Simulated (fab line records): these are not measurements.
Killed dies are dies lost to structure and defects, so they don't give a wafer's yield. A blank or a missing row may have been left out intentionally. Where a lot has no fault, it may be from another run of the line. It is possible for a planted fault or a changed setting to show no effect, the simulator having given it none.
fab line records :: flow nand_harc
[record]
  lots = 6
  wafers = 18
  last_day = 32
route steps=1302 shown A_SOURCE_PLATE@418 A_ONON_D1@424
lots that met no fault: from a run of the same line without faults
start_h: start of the lot's first displayed wafer, in hours after the record's first day :: wait_h: hours since the lot's step before :: " unchanged from the row above :: L1.1+2: one row covering several wafers at once :: - no value, or no start was given :: * or withheld: withheld :: < > ~ a bound
route shown NAME@n: a module of which the file shows steps, and the number in the route of the first :: usual: mean/standard deviation of fault-free wafers :: same: alike in all rows :: chamber/n: place in a boat :: sites: the reading at each site :: _std_site: how widely they spread, as a standard deviation :: _edge_site: mean of outer sites minus mean of inner sites :: radius_mm: for every site, how far away it sits from the centre of the wafer :: mask NAME#n: copy n :: behind: tool/chamber where the wafer was last shaped :: hold: why the lot was held/for how many hours/how that ended :: device: transistor that didn't switch, given as n, p or np :: end of line: the tests these same wafers got at the end of their route :: step lacking rows: just its recipe :: killed: dies lost to structure and defects at the first sort, not the wafer's yield :: map: shows each die of a wafer: x if killed, . if not, _ if none is there
set.NAME: the run value of the setting; set.NAME@STEP: its run value at that earlier step :: model.NAME: the simulator's own value behind a step, which no gauge read
lots at some steps of the route; a table a step, a row a wafer
services: the hour from which a tool's chamber was out of use, counted from the record's first day as start_h (under 0 if before that day), plus the number of hours and why
[[steps]]
[step NHARC_A_SOURCE_PLATE_CVD_03]
[recipe]
  target_thk_a = 2000
  temp_c = 620
  pressure_mtorr = 200
  time_s = 4000
  material = poly-Si
[step NHARC_A_SOURCE_PLATE_ANNEAL_05]
[recipe]
  temp_c = 850
  time_s = 1800
[step NHARC_A_SOURCE_PLATE_THK_MEAS_06]
[recipe]
  thk_meas_gauge = ellipsometry
[usual]
  thk_nm = 199.9/2.8
lot.wafer: L889.1
tool: film_metro-02
chamber: -
start_h: 209.00
wait_h: 0.4
thk_nm: 203.4

lot.wafer: L889.2
tool: film_metro-02
chamber: -
start_h: 209.00
wait_h: 0.4
thk_nm: 201.8

lot.wafer: L889.5
tool: film_metro-02
chamber: -
start_h: 209.00
wait_h: 0.4
thk_nm: 199.8

lot.wafer: L892.1
tool: film_metro-01
chamber: -
start_h: 235.41
wait_h: 0.4
thk_nm: 199.3

lot.wafer: L892.4
tool: film_metro-01
chamber: -
start_h: 235.41
wait_h: 0.4
thk_nm: 198.7

lot.wafer: L892.6
tool: film_metro-01
chamber: -
start_h: 235.41
wait_h: 0.4
thk_nm: 200.1

lot.wafer: L894.1
tool: film_metro-01
chamber: -
start_h: 259.42
wait_h: 0.4
thk_nm: 201.8

lot.wafer: L894.3
tool: film_metro-01
chamber: -
start_h: 259.42
wait_h: 0.4
thk_nm: 202.3

lot.wafer: L894.6
tool: film_metro-01
chamber: -
start_h: 259.42
wait_h: 0.4
thk_nm: 198.6

lot.wafer: L900.2
tool: film_metro-01
chamber: -
start_h: 319.65
wait_h: 0.4
thk_nm: 201.9

lot.wafer: L900.4
tool: film_metro-01
chamber: -
start_h: 319.65
wait_h: 0.4
thk_nm: 202.2

lot.wafer: L900.5
tool: film_metro-01
chamber: -
start_h: 319.65
wait_h: 0.4
thk_nm: 204.8

lot.wafer: L901.1
tool: film_metro-02
chamber: -
start_h: 339.13
wait_h: 0.4
thk_nm: 198.0

lot.wafer: L901.4
tool: film_metro-02
chamber: -
start_h: 339.13
wait_h: 0.4
thk_nm: 197.4

lot.wafer: L901.5
tool: film_metro-02
chamber: -
start_h: 339.13
wait_h: 0.4
thk_nm: 199.6

lot.wafer: L903.1
tool: film_metro-01
chamber: -
start_h: 346.44
wait_h: 0.4
thk_nm: 200.2

lot.wafer: L903.2
tool: film_metro-01
chamber: -
start_h: 346.44
wait_h: 0.4
thk_nm: 201.0

lot.wafer: L903.3
tool: film_metro-01
chamber: -
start_h: 346.44
wait_h: 0.4
thk_nm: 201.7
[step NHARC_A_SOURCE_PLATE_INSPECT_08]
[usual]
  raw_defect_count = 61/28
lot.wafer: L889.1
tool: defect_inspect-01
chamber: -
start_h: 209.06
wait_h: 0.0
raw_defect_count: 37

lot.wafer: L889.2
tool: defect_inspect-01
chamber: -
start_h: 209.06
wait_h: 0.0
raw_defect_count: 43

lot.wafer: L889.5
tool: defect_inspect-01
chamber: -
start_h: 209.06
wait_h: 0.0
raw_defect_count: 59

lot.wafer: L892.1
tool: defect_inspect-01
chamber: -
start_h: 235.47
wait_h: 0.0
raw_defect_count: 72

lot.wafer: L892.4
tool: defect_inspect-01
chamber: -
start_h: 235.47
wait_h: 0.0
raw_defect_count: 48

lot.wafer: L892.6
tool: defect_inspect-01
chamber: -
start_h: 235.47
wait_h: 0.0
raw_defect_count: 68

lot.wafer: L894.1
tool: defect_inspect-02
chamber: -
start_h: 259.49
wait_h: 0.0
raw_defect_count: 58

lot.wafer: L894.3
tool: defect_inspect-02
chamber: -
start_h: 259.49
wait_h: 0.0
raw_defect_count: 65

lot.wafer: L894.6
tool: defect_inspect-02
chamber: -
start_h: 259.49
wait_h: 0.0
raw_defect_count: 43

lot.wafer: L900.2
tool: defect_inspect-02
chamber: -
start_h: 319.72
wait_h: 0.0
raw_defect_count: 47

lot.wafer: L900.4
tool: defect_inspect-02
chamber: -
start_h: 319.72
wait_h: 0.0
raw_defect_count: 34

lot.wafer: L900.5
tool: defect_inspect-02
chamber: -
start_h: 319.72
wait_h: 0.0
raw_defect_count: 110

lot.wafer: L901.1
tool: defect_inspect-02
chamber: -
start_h: 339.23
wait_h: 0.0
raw_defect_count: 62

lot.wafer: L901.4
tool: defect_inspect-02
chamber: -
start_h: 339.23
wait_h: 0.0
raw_defect_count: 40

lot.wafer: L901.5
tool: defect_inspect-02
chamber: -
start_h: 339.23
wait_h: 0.0
raw_defect_count: 91

lot.wafer: L903.1
tool: defect_inspect-02
chamber: -
start_h: 346.55
wait_h: 0.0
raw_defect_count: 61

lot.wafer: L903.2
tool: defect_inspect-02
chamber: -
start_h: 346.55
wait_h: 0.0
raw_defect_count: 58

lot.wafer: L903.3
tool: defect_inspect-02
chamber: -
start_h: 346.55
wait_h: 0.0
raw_defect_count: 60
[step NHARC_A_ONON_D1_DEP_00]
[recipe]
  target_thk_a = 10000
  n2_flow_sccm = 2750
  n2o_flow_sccm = 2000
  nh3_flow_sccm = 500
  sih4_flow_sccm = 210
  temp_c = 400
[step NHARC_A_ONON_D1_THK_MEAS_02]
[recipe]
  thk_meas_gauge = ellipsometry
[usual]
  thk_nm = 1002/8.7
lot.wafer: L889.1
tool: film_metro-01
chamber: -
start_h: 209.64
wait_h: -
thk_nm: 1005

lot.wafer: L889.2
tool: film_metro-01
chamber: -
start_h: 209.64
wait_h: -
thk_nm: 1005

lot.wafer: L889.5
tool: film_metro-01
chamber: -
start_h: 209.64
wait_h: -
thk_nm: 1006

lot.wafer: L892.1
tool: film_metro-01
chamber: -
start_h: 236.05
wait_h: -
thk_nm: 1002

lot.wafer: L892.4
tool: film_metro-01
chamber: -
start_h: 236.05
wait_h: -
thk_nm: 1001

lot.wafer: L892.6
tool: film_metro-01
chamber: -
start_h: 236.05
wait_h: -
thk_nm: 1003

lot.wafer: L894.1
tool: film_metro-01
chamber: -
start_h: 260.06
wait_h: -
thk_nm: 1014

lot.wafer: L894.3
tool: film_metro-01
chamber: -
start_h: 260.06
wait_h: -
thk_nm: 1013

lot.wafer: L894.6
tool: film_metro-01
chamber: -
start_h: 260.06
wait_h: -
thk_nm: 1015

lot.wafer: L900.2
tool: film_metro-02
chamber: -
start_h: 320.29
wait_h: -
thk_nm: 1011

lot.wafer: L900.4
tool: film_metro-02
chamber: -
start_h: 320.29
wait_h: -
thk_nm: 1013

lot.wafer: L900.5
tool: film_metro-02
chamber: -
start_h: 320.29
wait_h: -
thk_nm: 1014

lot.wafer: L901.1
tool: film_metro-02
chamber: -
start_h: 339.81
wait_h: -
thk_nm: 1000

lot.wafer: L901.4
tool: film_metro-02
chamber: -
start_h: 339.81
wait_h: -
thk_nm: 997

lot.wafer: L901.5
tool: film_metro-02
chamber: -
start_h: 339.81
wait_h: -
thk_nm: 999

lot.wafer: L903.1
tool: film_metro-01
chamber: -
start_h: 347.13
wait_h: -
thk_nm: 1002

lot.wafer: L903.2
tool: film_metro-01
chamber: -
start_h: 347.13
wait_h: -
thk_nm: 1002

lot.wafer: L903.3
tool: film_metro-01
chamber: -
start_h: 347.13
wait_h: -
thk_nm: 1002
[step NHARC_A_ONON_D1_DEP_03]
[recipe]
  target_thk_a = 10000
  n2_flow_sccm = 2750
  n2o_flow_sccm = 2000
  nh3_flow_sccm = 500
  sih4_flow_sccm = 210
  temp_c = 400
[step NHARC_A_ONON_D1_THK_MEAS_05]
[recipe]
  thk_meas_gauge = ellipsometry
[usual]
  thk_nm = 998/13
lot.wafer: L889.1
tool: film_metro-02
chamber: -
start_h: 210.21
wait_h: -
thk_nm: 972

lot.wafer: L889.2
tool: film_metro-02
chamber: -
start_h: 210.21
wait_h: -
thk_nm: 971

lot.wafer: L889.5
tool: film_metro-02
chamber: -
start_h: 210.21
wait_h: -
thk_nm: 973

lot.wafer: L892.1
tool: film_metro-02
chamber: -
start_h: 236.62
wait_h: -
thk_nm: 982

lot.wafer: L892.4
tool: film_metro-02
chamber: -
start_h: 236.62
wait_h: -
thk_nm: 981

lot.wafer: L892.6
tool: film_metro-02
chamber: -
start_h: 236.62
wait_h: -
thk_nm: 981

lot.wafer: L894.1
tool: film_metro-01
chamber: -
start_h: 260.63
wait_h: -
thk_nm: 985

lot.wafer: L894.3
tool: film_metro-01
chamber: -
start_h: 260.63
wait_h: -
thk_nm: 984

lot.wafer: L894.6
tool: film_metro-01
chamber: -
start_h: 260.63
wait_h: -
thk_nm: 985

lot.wafer: L900.2
tool: film_metro-02
chamber: -
start_h: 320.85
wait_h: -
thk_nm: 1003

lot.wafer: L900.4
tool: film_metro-02
chamber: -
start_h: 320.85
wait_h: -
thk_nm: 1003

lot.wafer: L900.5
tool: film_metro-02
chamber: -
start_h: 320.85
wait_h: -
thk_nm: 1003

lot.wafer: L901.1
tool: film_metro-02
chamber: -
start_h: 340.37
wait_h: -
thk_nm: 984

lot.wafer: L901.4
tool: film_metro-02
chamber: -
start_h: 340.37
wait_h: -
thk_nm: 982

lot.wafer: L901.5
tool: film_metro-02
chamber: -
start_h: 340.37
wait_h: -
thk_nm: 982

lot.wafer: L903.1
tool: film_metro-02
chamber: -
start_h: 347.72
wait_h: -
thk_nm: 990

lot.wafer: L903.2
tool: film_metro-02
chamber: -
start_h: 347.72
wait_h: -
thk_nm: 992

lot.wafer: L903.3
tool: film_metro-02
chamber: -
start_h: 347.72
wait_h: -
thk_nm: 990
[step NHARC_A_ONON_D1_DEP_06]
[recipe]
  target_thk_a = 10000
  n2_flow_sccm = 2750
  n2o_flow_sccm = 2000
  nh3_flow_sccm = 500
  sih4_flow_sccm = 210
  temp_c = 400
[step NHARC_A_ONON_D1_THK_MEAS_08]
[recipe]
  thk_meas_gauge = ellipsometry
[usual]
  thk_nm = 1000/8.1
lot.wafer: L889.1
tool: film_metro-01
chamber: -
start_h: 210.77
wait_h: -
thk_nm: 1003

lot.wafer: L889.2
tool: film_metro-01
chamber: -
start_h: 210.77
wait_h: -
thk_nm: 1004

lot.wafer: L889.5
tool: film_metro-01
chamber: -
start_h: 210.77
wait_h: -
thk_nm: 1002

lot.wafer: L892.1
tool: film_metro-02
chamber: -
start_h: 237.19
wait_h: -
thk_nm: 996

lot.wafer: L892.4
tool: film_metro-02
chamber: -
start_h: 237.19
wait_h: -
thk_nm: 998

lot.wafer: L892.6
tool: film_metro-02
chamber: -
start_h: 237.19
wait_h: -
thk_nm: 998

lot.wafer: L894.1
tool: film_metro-01
chamber: -
start_h: 261.20
wait_h: -
thk_nm: 1002

lot.wafer: L894.3
tool: film_metro-01
chamber: -
start_h: 261.20
wait_h: -
thk_nm: 1000

lot.wafer: L894.6
tool: film_metro-01
chamber: -
start_h: 261.20
wait_h: -
thk_nm: 1002

lot.wafer: L900.2
tool: film_metro-02
chamber: -
start_h: 321.42
wait_h: -
thk_nm: 1002

lot.wafer: L900.4
tool: film_metro-02
chamber: -
start_h: 321.42
wait_h: -
thk_nm: 999

lot.wafer: L900.5
tool: film_metro-02
chamber: -
start_h: 321.42
wait_h: -
thk_nm: 1000

lot.wafer: L901.1
tool: film_metro-01
chamber: -
start_h: 340.94
wait_h: -
thk_nm: 1007

lot.wafer: L901.4
tool: film_metro-01
chamber: -
start_h: 340.94
wait_h: -
thk_nm: 1008

lot.wafer: L901.5
tool: film_metro-01
chamber: -
start_h: 340.94
wait_h: -
thk_nm: 1008

lot.wafer: L903.1
tool: film_metro-01
chamber: -
start_h: 348.29
wait_h: -
thk_nm: 990

lot.wafer: L903.2
tool: film_metro-01
chamber: -
start_h: 348.29
wait_h: -
thk_nm: 992

lot.wafer: L903.3
tool: film_metro-01
chamber: -
start_h: 348.29
wait_h: -
thk_nm: 991
[step NHARC_A_ONON_D1_DEP_09]
[recipe]
  target_thk_a = 10000
  n2_flow_sccm = 2750
  n2o_flow_sccm = 2000
  nh3_flow_sccm = 500
  sih4_flow_sccm = 210
  temp_c = 400
lot.wafer: L889.1+2+5
tool: pecvd_onon-03
chamber: 0
start_h: 210.82
wait_h: 0.1

lot.wafer: L892.1+4+6
tool: pecvd_onon-01
chamber: 0
start_h: 237.24
wait_h: 0.1

lot.wafer: L894.1+3+6
tool: pecvd_onon-01
chamber: 0
start_h: 261.25
wait_h: 0.1

lot.wafer: L900.2+4+5
tool: pecvd_onon-03
chamber: 0
start_h: 321.53
wait_h: 0.1

lot.wafer: L901.1+4+5
tool: pecvd_onon-01
chamber: 0
start_h: 341.00
wait_h: 0.1

lot.wafer: L903.1+2+3
tool: pecvd_onon-02
chamber: 0
start_h: 348.34
wait_h: 0.1
[step NHARC_A_ONON_D1_THK_MEAS_11]
[recipe]
  thk_meas_gauge = ellipsometry
[usual]
  thk_nm = 1001/11
lot.wafer: L889.1
tool: film_metro-01
chamber: -
start_h: 211.34
wait_h: -
hold: -
thk_nm: 990

lot.wafer: L889.2
tool: film_metro-01
chamber: -
start_h: 211.34
wait_h: -
hold: -
thk_nm: 992

lot.wafer: L889.5
tool: film_metro-01
chamber: -
start_h: 211.34
wait_h: -
hold: -
thk_nm: 992

lot.wafer: L892.1
tool: film_metro-01
chamber: -
start_h: 237.75
wait_h: -
hold: await_dispo/0.2h/release
thk_nm: 1445

lot.wafer: L892.4
tool: film_metro-01
chamber: -
start_h: 237.75
wait_h: -
hold: await_dispo/0.2h/release
thk_nm: 1444

lot.wafer: L892.6
tool: film_metro-01
chamber: -
start_h: 237.75
wait_h: -
hold: await_dispo/0.2h/release
thk_nm: 1444

lot.wafer: L892.1
tool: film_metro-01
chamber: -
start_h: 237.92
wait_h: 0.2
hold: -
thk_nm: 1445

lot.wafer: L892.4
tool: film_metro-01
chamber: -
start_h: 237.92
wait_h: 0.2
hold: -
thk_nm: 1445

lot.wafer: L892.6
tool: film_metro-01
chamber: -
start_h: 237.92
wait_h: 0.2
hold: -
thk_nm: 1445

lot.wafer: L894.1
tool: film_metro-02
chamber: -
start_h: 261.76
wait_h: -
hold: await_dispo/0.2h/release
thk_nm: 1433

lot.wafer: L894.3
tool: film_metro-02
chamber: -
start_h: 261.76
wait_h: -
hold: await_dispo/0.2h/release
thk_nm: 1433

lot.wafer: L894.6
tool: film_metro-02
chamber: -
start_h: 261.76
wait_h: -
hold: await_dispo/0.2h/release
thk_nm: 1435

lot.wafer: L894.1
tool: film_metro-02
chamber: -
start_h: 261.93
wait_h: 0.2
hold: -
thk_nm: 1433

lot.wafer: L894.3
tool: film_metro-02
chamber: -
start_h: 261.93
wait_h: 0.2
hold: -
thk_nm: 1435

lot.wafer: L894.6
tool: film_metro-02
chamber: -
start_h: 261.93
wait_h: 0.2
hold: -
thk_nm: 1435

lot.wafer: L900.2
tool: film_metro-02
chamber: -
start_h: 321.99
wait_h: -
hold: -
thk_nm: 1003

lot.wafer: L900.4
tool: film_metro-02
chamber: -
start_h: 321.99
wait_h: -
hold: -
thk_nm: 1004

lot.wafer: L900.5
tool: film_metro-02
chamber: -
start_h: 321.99
wait_h: -
hold: -
thk_nm: 1001

lot.wafer: L901.1
tool: film_metro-01
chamber: -
start_h: 341.51
wait_h: -
hold: -
thk_nm: 992

lot.wafer: L901.4
tool: film_metro-01
chamber: -
start_h: 341.51
wait_h: -
hold: -
thk_nm: 990

lot.wafer: L901.5
tool: film_metro-01
chamber: -
start_h: 341.51
wait_h: -
hold: -
thk_nm: 992

lot.wafer: L903.1
tool: film_metro-02
chamber: -
start_h: 348.86
wait_h: -
hold: -
thk_nm: 1020

lot.wafer: L903.2
tool: film_metro-02
chamber: -
start_h: 348.86
wait_h: -
hold: -
thk_nm: 1021

lot.wafer: L903.3
tool: film_metro-02
chamber: -
start_h: 348.86
wait_h: -
hold: -
thk_nm: 1020
[[services]]
tool: pecvd_onon-03
chamber: -
start_h: 217.45
hours: 0.2
kind: repair

tool: pecvd_onon-03
chamber: -
start_h: 227.42
hours: 13.0
kind: pm

tool: pecvd_onon-01
chamber: -
start_h: 269.00
hours: 13.0
kind: pm
[[key]]
[first_sign]
  step = NHARC_A_ONON_D1_THK_MEAS_11
  reading = visit
  direction = added
[effect]
  step = NHARC_A_ONON_D1_THK_MEAS_11
  reading = thk_nm
  direction = up
  sigmas = 39
  usual = 1001
  struck = 1439
met_at NHARC_A_ONON_D1_DEP_09
struck_wafers L892.1,L892.4,L892.6,L894.1,L894.3,L894.6
later_rows_left_out L892.1,L892.4,L892.6,L894.1,L894.3,L894.6
sort_left_out L892.1,L892.4,L892.6,L894.1,L894.3,L894.6
tester_left_out L892,L894
[fault]
  kind = process_parameter_drift
  tool = pecvd_onon-01
  chamber = -
  onset_h = 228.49
  steps = NHARC_A_ONON_D1_DEP_09
  channel = target_thk_a
  offset = *
  shape = step
  end_h = 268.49
  acts_in = *
  stated = *
// tester_left_out: of these lots the tester's yield and bins aren't shown, on N5 and GAA mostly nor the transistor test; their killed dies are dies lost to structure and defects alone, not to doping, threshold or leakage, so they don't give the yield
// sort_left_out: the simulated sort isn't trusted on such a fault, so these wafers' sort isn't shown, and their yield isn't known
// later_rows_left_out: the simulator's readings of these wafers behind a module that went badly wrong aren't trusted and aren't shown, but for the sort
